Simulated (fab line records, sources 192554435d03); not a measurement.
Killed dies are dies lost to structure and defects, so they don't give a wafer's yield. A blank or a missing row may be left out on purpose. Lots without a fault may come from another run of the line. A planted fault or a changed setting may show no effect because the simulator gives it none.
fab line records | flow n5_finfet
record lots=3 wafers=9 last_day=18
route steps=1938 shown BEOL_M0@739 BEOL_M1@751 BEOL_M4@1111 PASSIVATION@1936
lots that met no fault: from a run of the same line without faults
start_h: hours from the record's first day to the start of the lot's first wafer shown | wait_h: hours since the lot's step before | " the same as in the row above | L1.1+2: a row that stands for several wafers | - no value, or no start given | * or withheld: withheld | < > ~ a bound
route shown NAME@n: a module of which the file shows steps, and the number in the route of the first | usual: mean/standard deviation of fault-free wafers | same: alike in all rows | chamber/n: place in a boat | sites: the reading at each site | _std_site: their standard deviation | _edge_site: outer sites' mean less inner sites' | radius_mm: how far each site lies from the wafer's centre | mask NAME#n: copy n | behind: the tool/chamber that last shaped the wafer | hold: why the lot was held/for how many hours/how that ended | device: the transistor (n, p or np) that didn't switch | end of line: the same wafers' tests at the end of the route | a step without rows: its recipe alone | killed: dies lost to structure and defects at the first sort, not the wafer's yield | map: a wafer's dies, x killed, . not, _ none there
set.NAME: the setting as run; set.NAME@STEP: as run at that earlier step | model.NAME: the simulator's own value behind a step, which no gauge read
lots at some steps of the route; a table a step, a row a wafer
services: from which hour (start_h, from the record's first day; less than 0 if before it) a tool's chamber was out of use, for how many hours, and why
## steps
# step N5_BEOL_M0_ANNEAL_135
# recipe temp_c=400 time_s=60 ambient=vacuum
# step N5_BEOL_M0_SPUTTER_141
# recipe material=Cu target_thk_a=40 temp_c=-20 chamber_pressure_pa=0.07 power_w=withheld time_s=7.37
# step N5_BEOL_M0_ECD_118
# recipe material=Cu target_thk_a=3000
# step N5_BEOL_M0_ANNEAL_119
# recipe temp_c=225 time_s=90 ambient=N2
# step N5_BEOL_M0_CMP_120
# recipe stop_on=SiOC t_overpolish_s=6.9 down_force_psi=1 platen_rpm=50 clearing_platen_down_force_psi=1.5 clearing_platen_rpm=50 post_cmp_clean=cu_alkaline clearing_platen_pad_velocity_m_s=0.99484 pad_velocity_m_s=0.99484
# step N5_BEOL_M0_PRE_CLEAN_131
# recipe gas=NH3/H2 time_s=15 temp_c=* rf_power_w=300
# step N5_BEOL_M0_CO_CAP_123
# recipe material=Co target_thk_a=20 temp_c=200 precursor=CCTBA/H2 pressure_torr=30 time_s=102.1
# step N5_BEOL_M0_PRE_CLEAN_124
# recipe gas=NH3 time_s=15 temp_c=withheld rf_power_w=300
# step N5_BEOL_M0_DEP_125
# recipe material=SiCN target_thk_a=80 temp_c=withheld precursor=3MS/NH3 pressure_torr=3 rf_w=202 time_s=14
# step N5_BEOL_M1_ILD_DEP_00
# recipe material=SiOC target_thk_a=790 temp_c=350 precursor=DEMS/O2 pressure_torr=5 rf_w=500 time_s=15.3
# usual heater_power_w=455/39 showerhead_plenum_p_Torr=5.692/0.014 throttle_valve_pct=11.7/0.56
# columns lot.wafer tool chamber start_h wait_h heater_power_w showerhead_plenum_p_Torr throttle_valve_pct model.SiOC_of_BEOL_M1_ILD_DEP_00.thk_nm
L688.2 pecvd-03 1 181.83 0.0 421 5.695 11.6 78
L688.4 " 0 " " 496 5.689 12.3 79.6
L688.6 " 2 " " 524 5.680 11.3 79.2
L690.4 pecvd-03 2 191.25 0.1 485 5.687 11.3 48.2
L690.5 " 1 " " 437 5.700 11.4 79.2
L690.6 " 0 " " 401 5.688 12.1 48.8
L701.2 pecvd-01 1 266.25 0.0 377 5.700 12.3 78.2
L701.4 " 0 " " 443 5.703 12.6 78.8
L701.5 " 2 " " 415 5.688 10.9 79.6
# step N5_BEOL_M1_THK_MEAS_01
# recipe reads=SiOC_of_BEOL_M1_ILD_DEP_00
# usual M1_ILD_THK=79.1/1
# columns lot.wafer tool chamber start_h wait_h M1_ILD_THK[nm]
L688.2 film_metro-01 - 181.90 0.1 78.0
L688.4 " - " " 79.5
L688.6 " - " " 79.3
L690.4 film_metro-01 - 191.30 0.0 48.2
L690.5 " - " " 79.2
L690.6 " - " " 48.7
L701.2 film_metro-01 - 266.32 0.1 78.2
L701.4 " - " " 78.7
L701.5 " - " " 79.7
# step N5_BEOL_M1_PECVD_72
# recipe material=SiO2 target_thk_a=160 temp_c=400 precursor=TEOS/O2 pressure_torr=5.5 rf_w=450 teos_flow_sccm=53.8 gas=O2 flow_sccm=3000 time_s=18
# step N5_BEOL_M1_HM_DEP_02
# recipe material=TiN target_thk_a=200 temp_c=25 chamber_pressure_pa=0.49996
# step N5_BEOL_M1_COAT_61
# recipe resist=SOC temp_c=250 time_s=60 spin_rpm=1500 resist_thk_nm=60
# step N5_BEOL_M1_COAT_62
# recipe resist=SiARC temp_c=220 time_s=60 spin_rpm=1500 resist_thk_nm=12
# step N5_BEOL_M1_COAT_73
# recipe resist=underlayer temp_c=205 time_s=60 spin_rpm=1500 resist_thk_nm=5
# step N5_BEOL_M1_COAT_05
# recipe resist=CAR-EUV spin_rpm=1500 resist_thk_nm=30
# step N5_BEOL_M1_EBR_07
# recipe solvent=PGMEA ebr_width_mm=1.5
# step N5_BEOL_M1_SOFTBAKE_06
# recipe temp_c=110 time_s=60 resist=CAR-EUV
# step N5_BEOL_M1_EXPOSE_08
# recipe mask_id=M1 na=0.33 source_shape=dipole sigma_inner=0.369 sigma_outer=0.767 polarization=unpolarized dose_mj=33
# step N5_BEOL_M1_PEB_09
# recipe peb_temp_c=100 peb_time_s=60 resist=CAR-EUV
# step N5_BEOL_M1_DEVELOP_10
# recipe develop_time_s=30 developer=TMAH resist=CAR-EUV rinse_liquid=surfactant_rinse dry=air_spin dev_temp_c=23
# step N5_BEOL_M1_DESCUM_16
# recipe chemistry=O2 time_s=7 source_power_w=50 bias_power_w=20 pressure_mtorr=20 rf_frequency_hz=2.712e+07 temp_c=40 resist=CAR-EUV o2_flow_sccm=225
# step N5_BEOL_M1_ETCH_74
# recipe chemistry=N2/H2 target=underlayer target_depth_a=65 mask_material=CAR-EUV time_s=5.2 ion_energy_ev=200 pressure_mtorr=30 source_w=840 bias_w=150 n2_flow_sccm=200 h2_flow_sccm=200 ends=cleared
# step N5_BEOL_M1_ETCH_63
# recipe chemistry=CF4 target=SiARC target_depth_a=156 mask_material=CAR-EUV time_s=26 ion_energy_ev=80 pressure_mtorr=40 source_w=545 bias_w=36 Ar_flow_sccm=100 cf4_flow_sccm=100 ends=cleared
# step N5_BEOL_M1_ETCH_64
# recipe chemistry=N2/H2 target=SOC target_depth_a=750 overetch_a=150 mask_material=SiARC temp_c=40 time_s=112.5 ion_energy_ev=200 pressure_mtorr=30 source_w=840 bias_w=150 n2_flow_sccm=200 h2_flow_sccm=200
# step N5_BEOL_M1_STRIP_65
# recipe chemistry=N2/H2 temp_c=40 n2_flow_sccm=200 h2_flow_sccm=200 rf_frequency_hz=6e+07
# step N5_BEOL_M1_STRIP_75
# recipe chemistry=N2/H2 temp_c=40 n2_flow_sccm=200 h2_flow_sccm=200 rf_frequency_hz=6e+07
# step N5_BEOL_M1_STRIP_66
# recipe chemistry=CF4 resist=SiARC power_w=300 bias_power_w=75 pressure_mtorr=50 cf4_flow_sccm=150 rf_frequency_hz=6e+07
# step N5_BEOL_M1_HM_OPEN_17
# recipe chemistry=Cl2/BCl3 target_depth_a=200 overetch_a=60 target=TiN mask_material=SOC ion_energy_ev=150 pressure_mtorr=10 icp_w=1000 bias_w=126 Cl2_flow_sccm=53.25 bcl3_flow_sccm=21.75 Ar_flow_sccm=25
# step N5_BEOL_M1_STRIP_19
# recipe chemistry=O2 power_w=400 temp_c=40 pressure_mtorr=30 rf_frequency_hz=6e+07 bias_power_w=0 overash_fraction=0.2 o2_flow_sccm=225
# step N5_BEOL_M1_COAT_67
# recipe resist=SOC temp_c=250 time_s=60 spin_rpm=1500 resist_thk_nm=60
# step N5_BEOL_M1_COAT_68
# recipe resist=SiARC temp_c=220 time_s=60 spin_rpm=1500 resist_thk_nm=12
# step N5_BEOL_M1_COAT_76
# recipe resist=underlayer temp_c=205 time_s=60 spin_rpm=1500 resist_thk_nm=5
# step N5_BEOL_M1_COAT_22
# recipe resist=CAR-EUV spin_rpm=1500 resist_thk_nm=30
# step N5_BEOL_M1_CMP_52
# recipe stop_on=SiOC t_overpolish_s=6.8 down_force_psi=1 platen_rpm=50 clearing_platen_down_force_psi=1.5 clearing_platen_rpm=50 post_cmp_clean=cu_alkaline target_thk_nm=40 clearing_platen_pad_velocity_m_s=0.99484 pad_velocity_m_s=0.99484
# usual motor_current_A=6.3/0.85 pad_life_wafers=1170/660 slurry_filter_dp_kPa=13.49/0.13
# columns lot.wafer tool chamber start_h wait_h motor_current_A pad_life_wafers slurry_filter_dp_kPa model.Cu_of_BEOL_M1_ECD_50.thk_nm model.SiOC_of_BEOL_M1_ILD_DEP_00.thk_nm
L688.2 cmp-02 2 189.88 0.2 6.5 1999 13.50 38.4 77
L688.4 " 0 " " 5.3 2001 13.30 39.2 78.6
L688.6 " 2 " " 7.0 - 13.50 39.8 78.2
L690.4 cmp-02 0 202.95 0.1 5.3 2130 13.39 10.4 47.2
L690.5 " 0 " " 5.4 - 13.39 40.8 78.2
L690.6 " 1 " " 7.7 - 13.48 9.6 47.8
L701.2 cmp-01 0 277.54 0.2 5.7 1692 13.47 40 77.2
L701.4 " 2 " " 6.6 1694 13.60 40 77.8
L701.5 " 1 " " 5.2 - 13.39 40.2 78.8
# step N5_BEOL_M4_RC_MEAS_101
# usual DIBL_N=36.1/1.6 DIBL_P=35.7/1.8 IOFF_N=0.159/0.027 IOFF_P=0.21/0.03 ION_N=673/10 ION_P=462/7.4 SS_N=71.4/0.56 SS_P=73.2/0.61 VT_N=249.7/3 VT_P=-250/3.1
# columns lot.wafer tool chamber start_h wait_h DIBL_N[mV/V] DIBL_P[mV/V] IOFF_N[nA/um] IOFF_P[nA/um] ION_N[uA/um] ION_P[uA/um] SS_N[mV/dec] SS_P[mV/dec] VT_N[mV] VT_P[mV]
L688.2 prober-02 0 227.44 0.2 34.4 33.7 0.118 0.18 658 457 71.3 72.5 252.9 -249
L688.4 " 0 " " 34.6 33.3 0.117 0.18 667 463 71.0 71.8 252.9 -250
L688.6 " 0 " " 36.6 35.8 0.153 0.22 660 463 71.8 73.2 250.9 -247
L690.5 prober-01 0 238.03 0.6 34.0 31.8 0.114 0.16 661 456 71.4 72.5 254.6 -254
L701.2 prober-02 0 329.06 0.2 39.1 38.5 0.197 0.30 681 470 71.4 74.1 245.4 -243
L701.4 " 0 " " 35.9 34.2 0.139 0.20 671 468 70.7 73.6 249.0 -250
L701.5 " 0 " " 38.1 36.9 0.179 0.26 678 473 71.4 73.8 247.1 -244
# step N5_PASSIVATION_PROBE_49
# usual defect_limited_yield=91.0/1.3 killed_at_M0_to_M3=33/10 killed_at_M4_up=14/5.6 killed_at_contacts=12/5.8 killed_at_front_end=43/11 killed_at_other=4.1/2.8 killed_dies=106/15 killed_on_rim=14/3.9 killed_open=70/12 killed_short=34/7.5 sort_bin_5_function=5.3/0.88 sort_bin_6_memory=3.3/0.64 sort_n_pass=1074/15 sort_yield_pct=91.0/1.3
# same gross_dies=1180 killed_at_back_side=0 sort_bin_4_leakage[%]=0 sort_bin_8_speed[%]=0
# columns lot.wafer tool chamber start_h wait_h defect_limited_yield[%] killed_at_M0_to_M3 killed_at_M4_up killed_at_contacts killed_at_front_end killed_at_other killed_dies killed_on_rim killed_open killed_short sort_bin_5_function[%] sort_bin_6_memory[%] sort_n_pass sort_yield_pct[%]
L690.4 prober-01 - 340.87 0.2 0 1112 21 10 37 0 1180 152 63 32 6.3 4.4 0 0
L690.6 prober-01 - 340.97 0.3 0 1119 22 5 29 5 1180 152 73 28 19.7 3.9 0 0
L688.2 prober-02 - 341.36 0.1 90.5 41 14 3 48 6 112 15 76 34 5.3 4.1 1068 90.5
L688.4 prober-02 - 341.46 0.2 90.3 27 23 13 48 3 114 15 79 34 5.6 3.5 1066 90.3
L688.6 prober-02 - 341.56 0.3 89.2 44 15 7 53 8 127 20 82 39 6.5 3.4 1053 89.2
L701.2 prober-01 - 426.54 0.1 89.4 26 29 10 57 3 125 12 87 37 6.6 3.8 1055 89.4
L701.4 prober-01 - 426.64 0.2 89.4 29 13 22 56 5 125 22 75 44 6.8 3.0 1055 89.4
L701.5 prober-01 - 426.69 0.2 91.1 32 14 12 44 3 105 18 73 26 5.3 3.2 1075 91.1
# killed by level:class
L690.4 BEOL_M1:area_dep=1052 BEOL_M1:area_ecd=32 FIN_SAQP:geometric_particle:short=8 MOL_CONTACT_COAG:geometric_particle:open=8 BEOL_M5:geometric_particle:open=8 BEOL_M0_SAQP:geometric_particle:open=7 FIN_SAQP:geometric_particle:open=6 BEOL_M3:geometric_particle:open=6
L690.6 BEOL_M1:area_dep=899 BEOL_M1:area_ecd=179 BEOL_M0_SAQP:geometric_particle:open=10 BEOL_M4:geometric_particle:open=10 BEOL_M0_SAQP:geometric_particle:short=8 BEOL_M1:geometric_particle:open=8 BEOL_M3:geometric_particle:open=6 DUMMY_GATE:geometric_particle:open=5
L688.2 STI_FIN_REVEAL:geometric_particle:open=16 BEOL_M3:geometric_particle:open=12 FIN_SAQP:geometric_particle:open=9 BEOL_M0_SAQP:geometric_particle:open=6 BEOL_M4:geometric_particle:open=6 BEOL_M0:geometric_particle:open=5 BEOL_M3:geometric_particle:short=5 FIN_SAQP:geometric_particle:short=4
L688.4 FIN_SAQP:geometric_particle:open=15 MOL_CONTACT_COAG:geometric_particle:open=11 STI_FIN_REVEAL:geometric_particle:open=9 BEOL_M4:geometric_particle:open=7 FIN_SAQP:geometric_particle:short=6 BEOL_M0:geometric_particle:open=6 GATE_CUT:geometric_particle:short=5 BEOL_M0_SAQP:geometric_particle:short=5
L688.6 FIN_SAQP:geometric_particle:open=13 BEOL_M0_SAQP:geometric_particle:short=10 FIN_SAQP:geometric_particle:short=9 STI_FIN_REVEAL:geometric_particle:open=9 BEOL_M0_SAQP:geometric_particle:open=9 BEOL_M0:geometric_particle:open=7 BEOL_M4:geometric_particle:open=7 GATE_CUT:geometric_particle:short=6
L701.2 FIN_SAQP:geometric_particle:open=20 BEOL_M4:geometric_particle:open=12 STI_FIN_REVEAL:geometric_particle:open=11 FIN_SAQP:geometric_particle:short=10 BEOL_M3:geometric_particle:open=9 MOL_CONTACT_COAG:geometric_particle:open=6 DUMMY_GATE:geometric_particle:open=5 BEOL_M1:geometric_particle:open=5
L701.4 FIN_SAQP:geometric_particle:open=17 MOL_CONTACT_COAG:geometric_particle:open=17 FIN_SAQP:geometric_particle:short=12 STI_FIN_REVEAL:geometric_particle:open=8 BEOL_M0_SAQP:geometric_particle:short=6 BEOL_M3:geometric_particle:open=6 BEOL_M4:geometric_particle:open=6 MOL_CONTACT_COAG:geometric_particle:short=5
L701.5 STI_FIN_REVEAL:geometric_particle:open=21 MOL_CONTACT_COAG:geometric_particle:open=10 BEOL_M0_SAQP:geometric_particle:open=9 BEOL_M0_SAQP:geometric_particle:short=8 BEOL_M4:geometric_particle:open=8 FIN_SAQP:geometric_particle:open=7 BEOL_M1:geometric_particle:open=6 HKMG_FIN:area_etch=4
# map L690.4 (x killed, . not)
_________________xxxxxxxxxxxx________________
______________xxxxxxxxxxxxxxxxxx_____________
___________xxxxxxxxxxxxxxxxxxxxxxxx__________
__________xxxxxxxxxxxxxxxxxxxxxxxxxx_________
________xxxxxxxxxxxxxxxxxxxxxxxxxxxxxx_______
_______xxxxxxxxxxxxxxxxxxxxxxxxxxxxxxxx______
______xxxxxxxxxxxxxxxxxxxxxxxxxxxxxxxxxx_____
_____xxxxxxxxxxxxxxxxxxxxxxxxxxxxxxxxxxxx____
____xxxxxxxxxxxxxxxxxxxxxxxxxxxxxxxxxxxxxx___
___xxxxxxxxxxxxxxxxxxxxxxxxxxxxxxxxxxxxxxxx__
___xxxxxxxxxxxxxxxxxxxxxxxxxxxxxxxxxxxxxxxx__
__xxxxxxxxxxxxxxxxxxxxxxxxxxxxxxxxxxxxxxxxxx_
__xxxxxxxxxxxxxxxxxxxxxxxxxxxxxxxxxxxxxxxxxx_
_xxxxxxxxxxxxxxxxxxxxxxxxxxxxxxxxxxxxxxxxxxxx
_xxxxxxxxxxxxxxxxxxxxxxxxxxxxxxxxxxxxxxxxxxxx
_xxxxxxxxxxxxxxxxxxxxxxxxxxxxxxxxxxxxxxxxxxxx
_xxxxxxxxxxxxxxxxxxxxxxxxxxxxxxxxxxxxxxxxxxxx
_xxxxxxxxxxxxxxxxxxxxxxxxxxxxxxxxxxxxxxxxxxxx
_xxxxxxxxxxxxxxxxxxxxxxxxxxxxxxxxxxxxxxxxxxxx
_xxxxxxxxxxxxxxxxxxxxxxxxxxxxxxxxxxxxxxxxxxxx
_xxxxxxxxxxxxxxxxxxxxxxxxxxxxxxxxxxxxxxxxxxxx
__xxxxxxxxxxxxxxxxxxxxxxxxxxxxxxxxxxxxxxxxxx_
__xxxxxxxxxxxxxxxxxxxxxxxxxxxxxxxxxxxxxxxxxx_
___xxxxxxxxxxxxxxxxxxxxxxxxxxxxxxxxxxxxxxxx__
___xxxxxxxxxxxxxxxxxxxxxxxxxxxxxxxxxxxxxxxx__
____xxxxxxxxxxxxxxxxxxxxxxxxxxxxxxxxxxxxxx___
_____xxxxxxxxxxxxxxxxxxxxxxxxxxxxxxxxxxxx____
______xxxxxxxxxxxxxxxxxxxxxxxxxxxxxxxxxx_____
_______xxxxxxxxxxxxxxxxxxxxxxxxxxxxxxxx______
________xxxxxxxxxxxxxxxxxxxxxxxxxxxxxx_______
__________xxxxxxxxxxxxxxxxxxxxxxxxxx_________
___________xxxxxxxxxxxxxxxxxxxxxxxx__________
______________xxxxxxxxxxxxxxxxxx_____________
_________________xxxxxxxxxxxx________________
# map L688.6 (x killed, . not)
_________________..x.........________________
______________...............x.._____________
___________......................x.__________
__________..x................x......_________
________xx........................xx.x_______
_______.x...x.............xxxx.........______
______...........x..x.x................._____
_____.....x.x......x...xx..x........x....____
____.x.............xx................x....___
___...............xx............x..........__
___.......................x................__
__....................x...x....x....x..x...._
__x................x.........x..x..........x_
_.x......x.......................x....x.x....
_............................xx..........x...
_.....x..x.............x.......x......xx....x
_........x....x...x.....x...............x.x..
_......................x......x...xx...x..x..
_....................xx.............x........
_.....x.x..x.x........................x.xx...
_....x...................x...................
__..........x..............................._
__.x...............x.....................x.._
___..x...x..........x...............x.....x__
___..xxx............x....................x.__
____.........................x.....x......___
_____.....xx........x.x...x..............____
______....x.........x.....xx............_____
_______..x.......x...x.x.x........x....______
________............x..........x......_______
__________....x..............x......_________
___________x...x.x..........x......__________
______________......x...x......._____________
_________________x...x...x...________________
## services
# columns tool chamber start_h hours kind
pecvd-03 - 161.70 1.3 repair
cmp-01 - 188.53 14.5 pm
cmp-02 - 202.24 0.3 repair
pecvd-03 2 202.38 - clean
pecvd-03 2 202.38 - consumable_replace:showerhead
pecvd-03 2 202.38 29.0 scheduled_down
pecvd-03 2 202.38 29.0 vent_cycle
cmp-02 - 204.88 4.0 pm
cmp-02 - 208.88 - consumable_replace:conditioner
cmp-02 - 208.88 - consumable_replace:pad
cmp-02 - 222.61 6.2 repair
cmp-01 - 229.65 3.2 repair
pecvd-03 0 230.99 13.4 repair
pecvd-03 2 233.38 2.1 scheduled_down
pecvd-01 2 237.14 7.1 repair
cmp-01 - 238.96 0.3 repair
pecvd-03 0 252.11 5.5 scheduled_down
## key
first_sign step=N5_BEOL_M1_THK_MEAS_01 reading=M1_ILD_THK direction=down sigmas=31 usual=79.1 struck=48.5
effect step=N5_PASSIVATION_PROBE_49 reading=killed_at_M0_to_M3 direction=up sigmas=99+ usual=33 struck=1116
model_effect step=N5_BEOL_M1_ILD_DEP_00 value=SiOC_of_BEOL_M1_ILD_DEP_00.thk_nm without=78.7 struck=48.5
model_effect step=N5_BEOL_M1_CMP_52 value=Cu_of_BEOL_M1_ECD_50.thk_nm without=40.3 struck=10
more_kills_born_at N5_BEOL_M1_ILD_DEP_00@pecvd-03=1951
met_at N5_BEOL_M1_ILD_DEP_00
struck_wafers L690.4,L690.6
later_rows_left_out L690.4,L690.6
onset_between 181.83 191.25
fault kind=process_parameter_drift tool=pecvd-03 chamber=- onset_h=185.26 steps=N5_BEOL_M1_ILD_DEP_00 channel=time_s offset=* shape=step end_h=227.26 scope=struck_wafers_only acts_in=* stated=*
# later_rows_left_out: the simulator's readings of these wafers behind a module that went badly wrong aren't trusted and aren't shown, but for the sort
